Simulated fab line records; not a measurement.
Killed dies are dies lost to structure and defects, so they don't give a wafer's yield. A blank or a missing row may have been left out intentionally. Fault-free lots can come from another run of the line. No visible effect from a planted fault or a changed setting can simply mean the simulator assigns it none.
A struck lot beside a sound one + flow n5_finfet + 19 out of 1938 route steps
Sound: these wafers, L759.4, L759.5, L759.6. Struck: wafers L760.4, L760.6. (L760.3 of the same lot was not struck and is left out.) The cause comes at the end.
For every step that has rows: the tool of each side, followed by ch and its chambers, followed by its first start. Under that, the readings that differ: sound wafers + struck wafers + difference of the means + sigmas: that difference in standard deviations of wafers without a fault.
alike: same words and numbers on both sides, and readings whose means sit less than 2 such deviations apart. not compared: any withheld reading, any reading some wafer has no value for, any bound like >300 that may hide the same value, and any number with overlapping values for which the record gives no deviation.
Wherever a step has rows on one side only, a row that says differs or no value, or a row with sigmas, the two part there. Numbers that don't overlap but have no deviation are shown without sigmas and don't part them. Lack of a reading on every wafer of one side parts them only where that side has two or more wafers.

first, 7 steps without rows for these wafers: N5_SD_EPI_N_COAT_33 (time 60 s, resist thk 35 nm); N5_SD_EPI_N_COAT_03 (resist thk 150 nm); N5_SD_EPI_N_EBR_05; N5_SD_EPI_N_SOFTBAKE_04 (time 60 s); N5_SD_EPI_N_EXPOSE_06 (exposes mask SD N BLK, target cd 120 nm); N5_SD_EPI_N_PEB_07 (peb time 60 s); N5_SD_EPI_N_DEVELOP_08 (develop time 30 s).
N5_SD_EPI_N_CD_MEAS_09 targets a cd of 120 nm.
  sound on cd_sem-02 ch 0, day 7 07:32; struck on cd_sem-03 ch 0, day 7 13:13
  alike: cd_nm
N5_SD_EPI_N_OVL_MEAS_10:
  sound on overlay-01 ch 0, day 7 07:34; struck on overlay-02 ch 0, day 7 13:15
  alike: SD_N_BLK_OVL
N5_SD_EPI_N_INSPECT_11: inspects for defects (macro).
  sound on defect_inspect-01 at day 7 07:36; struck on defect_inspect-01 at day 7 13:17
  alike: raw_defect_count
N5_SD_EPI_N_DESCUM_14: chemistry O2, time 7.9 s.
  sound on rie_diel-01 ch 1,2,3, day 7 07:38; struck on rie_diel-04 ch 0,3, day 7 13:22
  alike: drypump_motor_current_A, oes_product_au, rf_vpp_V, showerhead_plenum_p_Torr, throttle_valve_pct
  not compared: rf_hours_counter_h
N5_SD_EPI_N_ETCH_34: etches SiARC in CF4, target depth 45.5 nm, time 75.8 s.
  sound on rie_diel-01 ch 1,2,3, day 7 07:40; struck on rie_diel-04 ch 0,3, day 7 13:25
  alike: cf4_flow_sccm, drypump_motor_current_A, etch_rf_on_time_s, oes_product_au, rf_vpp_V, showerhead_plenum_p_Torr, throttle_valve_pct
  not compared: rf_hours_counter_h
N5_SD_EPI_N_ETCH_35: etches SOC in N2/H2, overetch 108 nm, time 486 s.
  sound on rie_diel-01 ch 1,2,3, day 7 07:43; struck on rie_diel-04 ch 0,3, day 7 13:28
| reading                                     | sound          | struck | difference | sigmas |
|---------------------------------------------|----------------|--------|------------|--------|
| model.SiARC_of_SD_EPI_N_COAT_33.thk_nm (nm) | 19.6 19.8 19.4 | 19 19  | -1         |        |
  alike: drypump_motor_current_A, oes_product_au, rf_vpp_V, showerhead_plenum_p_Torr, throttle_valve_pct
  not compared: rf_hours_counter_h
then, 1 step without rows for these wafers: N5_SD_EPI_N_STRIP_36 (strips in N2/H2).
N5_SD_EPI_N_ETCHBACK_44: etches SiNx in CH3F/O2, stops on SiO2, target depth 14.5 nm.
  sound on rie_diel-01 ch 1,2,3, day 7 08:02; struck on rie_diel-04 ch 0,3, day 7 13:47
| reading               | sound          | struck    | difference | sigmas |
|-----------------------|----------------|-----------|------------|--------|
| oes_product_au (a.u.) | 0.62 0.65 0.73 | 0.57 0.57 | -0.10      | -2     |
  alike: drypump_motor_current_A, rf_vpp_V, showerhead_plenum_p_Torr, throttle_valve_pct
  not compared: rf_hours_counter_h
N5_SD_EPI_N_ETCH_45: etches SiOCN in CH3F/O2, target depth 6 nm.
  sound on rie_diel-01 ch 1,2,3, day 7 08:08; struck on rie_diel-04 ch 0,3, day 7 13:53
  alike: drypump_motor_current_A, oes_product_au, rf_vpp_V, showerhead_plenum_p_Torr, throttle_valve_pct
  not compared: rf_hours_counter_h
N5_SD_EPI_N_ETCH_16: etches SiO2 in CHF3/O2, target depth 5 nm.
  sound on rie_diel-01 ch 1,2,3, day 7 08:14; struck on rie_diel-04 ch 0,3, day 7 13:59
| reading                                     | sound        | struck    | difference | sigmas |
|---------------------------------------------|--------------|-----------|------------|--------|
| model.SiARC_of_SD_EPI_N_COAT_33.thk_nm (nm) | 12.2 12.4 12 | 11.8 11.8 | -0.4       |        |
  alike: drypump_motor_current_A, oes_product_au, rf_vpp_V, showerhead_plenum_p_Torr, throttle_valve_pct
  not compared: rf_hours_counter_h
then, 1 step without rows for these wafers: N5_SD_EPI_N_STRIP_47 (strips in CHF3/O2).
-- a jump in the record: the struck wafers' starts before and after are 5 days apart (it breaks off in module SD_EPI_N and resumes in module BEOL_M4, where the first step shown is number 1111 of the route) --
N5_BEOL_M4_RC_MEAS_101:
  sound on prober-02 ch 0, day 12 05:38; struck on prober-02 ch 0, day 12 19:09
  alike: DIBL_N, DIBL_P, IOFF_N, IOFF_P, ION_N, ION_P, SS_N, SS_P, VT_N, VT_P

## WHERE THEY PART
Only at N5_SD_EPI_N_ETCHBACK_44, as far as this record shows. Later steps at which nothing parts them and some readings are alike: N5_SD_EPI_N_ETCH_45, N5_SD_EPI_N_ETCH_16, N5_BEOL_M4_RC_MEAS_101.

WHY: the cause the simulator had injected
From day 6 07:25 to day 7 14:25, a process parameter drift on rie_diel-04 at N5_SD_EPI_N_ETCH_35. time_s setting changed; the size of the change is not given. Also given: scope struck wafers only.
